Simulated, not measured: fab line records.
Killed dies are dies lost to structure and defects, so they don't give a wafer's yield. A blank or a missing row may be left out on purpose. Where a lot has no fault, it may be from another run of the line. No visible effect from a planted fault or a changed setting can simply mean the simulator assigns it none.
Commonality check across tools	flow n5_finfet	Lots sampled 9, wafers sampled 27

== WHY THIS WAS OPENED ==
Flagged at N5_WELL_APT_INSPECT_38: reading raw_defect_count, on 2 of 9 lots. No-fault wafers: 14, standard deviation 5.2.
Rule: a lot is flagged in two cases, either no wafer of it has a number, or all its wafers with numbers fall more than 4 standard deviations from that mean. As for the other lots, they are considered sound.

lot	measured	on	raw_defect_count, wafer by wafer	flag
L491	day 1 17:10	defect_inspect-01	20 20 18	
L495	day 2 16:45	defect_inspect-01	10 11 17	
L498	day 3 11:37	defect_inspect-02	14 11 6	
L500	day 3 22:58	defect_inspect-02	12 17 9	
L506	day 5 12:32	defect_inspect-01	1098 1183 1133	FLAGGED
L507	day 5 17:05	defect_inspect-02	1165 1189 1146	FLAGGED
L511	day 6 18:18	defect_inspect-01	10 22 18	
L512	day 6 23:44	defect_inspect-02	9 18 17	
L514	day 7 10:53	defect_inspect-02	18 27 24	
The numbers of the flagged lots are 1152 on average: +1138 against the usual, or +99 or more standard deviations.

== LOT BY LOT: THE TOOL USED ==
The record keeps 1 process step preceding the reading, out of 1938 steps on the route. Each cell gives the tool, then ch followed by the chambers the sampled wafers passed through, then the start.
lot	flag	N5_WELL_APT_PRECLEAN_39
L491		wet_bench-03 ch 0,1,7, day 1 16:28
L495		wet_bench-02 ch 0,6,7, day 2 16:03
L498		wet_bench-02 ch 1,4,5, day 3 10:43
L500		wet_bench-05 ch 0,3,6, day 3 22:03
L506	FLAGGED	wet_bench-02 ch 0,4,5, day 5 11:50
L507	FLAGGED	wet_bench-02 ch 2,3,5, day 5 16:23
L511		wet_bench-03 ch 4,5,7, day 6 17:22
L512		wet_bench-05 ch 1,2,7, day 6 23:02
L514		wet_bench-03 ch 2,5,7, day 7 10:11
What these steps do:
- N5_WELL_APT_PRECLEAN_39: cleans in dHF, time 60 s.
- N5_WELL_APT_INSPECT_38: inspects for defects (darkfield).

== FLAGGED AGAINST TOTAL, ONE TOOL AT A TIME (gauges that did the reading follow at the end) ==
step	tool	lots run	flagged	share of the flagged lots	sound lots run after its first flagged lot
N5_WELL_APT_PRECLEAN_39	wet_bench-02	4	2	all	0
N5_WELL_APT_PRECLEAN_39	wet_bench-03	3	0	none	-
N5_WELL_APT_PRECLEAN_39	wet_bench-05	2	0	none	-
N5_WELL_APT_INSPECT_38	defect_inspect-01	4	1	some	1 (L511)
N5_WELL_APT_INSPECT_38	defect_inspect-02	5	1	some	2 (L512,L514)

== THE TABLE: WHAT IT ALLOWS ==
Rows of the table that ran each flagged lot: 1, that is wet_bench-02 at N5_WELL_APT_PRECLEAN_39.
- wet_bench-02 at N5_WELL_APT_PRECLEAN_39 ran 4 lots, 2 of them flagged. Its last sound lot is L498 (day 3 10:43), its first flagged lot L506 (day 5 11:50): a fault that began between those two fits.
What remains is a single tool, wet_bench-02 at N5_WELL_APT_PRECLEAN_39.

== WHAT HAD BEEN PUT IN BY THE SIMULATOR ==
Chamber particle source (wet_bench-02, N5_WELL_APT_PRECLEAN_39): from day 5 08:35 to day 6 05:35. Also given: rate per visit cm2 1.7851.
Struck lots among those shown: L506, L507. The rule above reached the same finding.
